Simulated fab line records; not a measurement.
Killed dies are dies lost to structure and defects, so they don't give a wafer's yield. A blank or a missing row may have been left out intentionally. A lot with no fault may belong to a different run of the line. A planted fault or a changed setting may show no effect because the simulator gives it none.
A lot that was struck, set against a sound lot | flow nandHarc | 13 steps out of a route of 1302
Sound: these wafers, L504.2, L504.3, L504.4. Wafers struck: L512.2, L512.3, L512.4. The cause comes at the end.
Each step with rows lists, per side, the tool, then ch with its chambers, then its first start. Under that, the readings that differ: sound wafers | struck wafers | difference of the means | sigmas: that difference in standard deviations of wafers without a fault.
alike: same words and numbers on both sides, and readings whose means sit less than 2 such deviations apart. not compared: any withheld reading, any reading some wafer has no value for, any bound like >300 that may hide the same value, and any number with overlapping values for which the record gives no deviation.
Wherever a step has rows on one side only, a row that says differs or no value, or a row with sigmas, the two part there. Numbers that don't overlap but have no deviation are shown without sigmas and don't part them. Lack of a reading on every wafer of one side parts them only where that side has two or more wafers.

NHARC_P_CONTACT_CD_MEAS_19:
  sound: cdSem-02 at day 10 13:04; struck: cdSem-03 at day 13 15:22
reading   | sound          | struck         | difference | sigmas
cdNm (nm) | 90.0 90.3 89.6 | 95.2 93.5 94.6 | +4.5       | +4
NHARC_P_CONTACT_STRIP_28: strips in O2.
  sound on rieDiel-04 ch 0,1,3, day 10 13:08; struck on rieDiel-06 ch 0,2,3, day 13 15:26
reading             | sound             | struck            | difference | sigmas
oesProductAu (a.u.) | 1.011 0.997 1.016 | 0.988 0.984 0.996 | -0.019     | -2
  alike: chamberPressureMTorr, drypumpMotorCurrentA, rfVppV, showerheadPlenumPTorr, throttleValvePct
  not compared: rfHoursCounterH
then, 1 step without rows for these wafers: NHARC_P_CONTACT_STRIP_29 (strips in post etch residue remover, time 1200 s).
NHARC_P_CONTACT_DEGAS_38: time 60 s.
  sound: pvdSputter-02 at day 10 13:48; struck: pvdSputter-01 at day 13 16:04
  alike: heaterPowerW
then, 1 step without rows for these wafers: NHARC_P_CONTACT_PRE_CLEAN_39 (time 19.5 s).
NHARC_P_CONTACT_PVD_32: deposits Ti, target thk 5 nm, time 17.7 s.
  sound on pvdSputter-02; struck on pvdSputter-01
  alike: throttleValvePct
NHARC_P_CONTACT_ALD_22: deposits TiN, target thk 3 nm, pulse time 1 s, ald cycles 150.
  sound on aldMetal-03 ch 0,1,3, day 10 14:02; struck on aldMetal-01 ch 0,2,3, day 13 16:20
reading                 | sound             | struck            | difference | sigmas
precursorPulseHeightRel | 1.031 1.020 1.006 | 0.986 0.972 0.982 | -0.039     | -2
  alike: heaterPowerW
NHARC_P_CONTACT_CVD_23: deposits W, target thk 200 nm, time 557 s.
  sound on cvdW-01 ch 0,1; struck on cvdW-01 ch 0,1
  alike: heaterPowerW, throttleValvePct
then, 2 steps without rows for these wafers: NHARC_P_CONTACT_CMP_24 (polishes, t overpolish 30 s, target thk 200 nm); NHARC_P_CONTACT_SRD_26.
NHARC_P_CONTACT_INSPECT_27:
  sound: defectInspect-02 at day 10 15:17; struck: defectInspect-01 at day 13 17:33
  alike: rawDefectCount
NHARC_P_M0_DEP_00: deposits SiOC, target thk 150 nm.
  sound on pecvd-01 ch 0,1, day 10 15:23; struck on pecvd-03 ch 1,2, day 13 17:37
  no value came back on the struck wafers for chamberPressureTorr (Torr), rfFwdPowerW (W), showerheadVppV (V); on the sound wafers chamberPressureTorr (Torr) reads 4.999 5.012 4.992
then, 1 step without rows for these wafers: NHARC_P_M0_DEHYDRATE_01 (time 120 s).

== WHERE THEY PART ==
Last at NHARC_P_M0_DEP_00 as far as this record goes, first at NHARC_P_CONTACT_CD_MEAS_19.

WHY: what the simulator had put in
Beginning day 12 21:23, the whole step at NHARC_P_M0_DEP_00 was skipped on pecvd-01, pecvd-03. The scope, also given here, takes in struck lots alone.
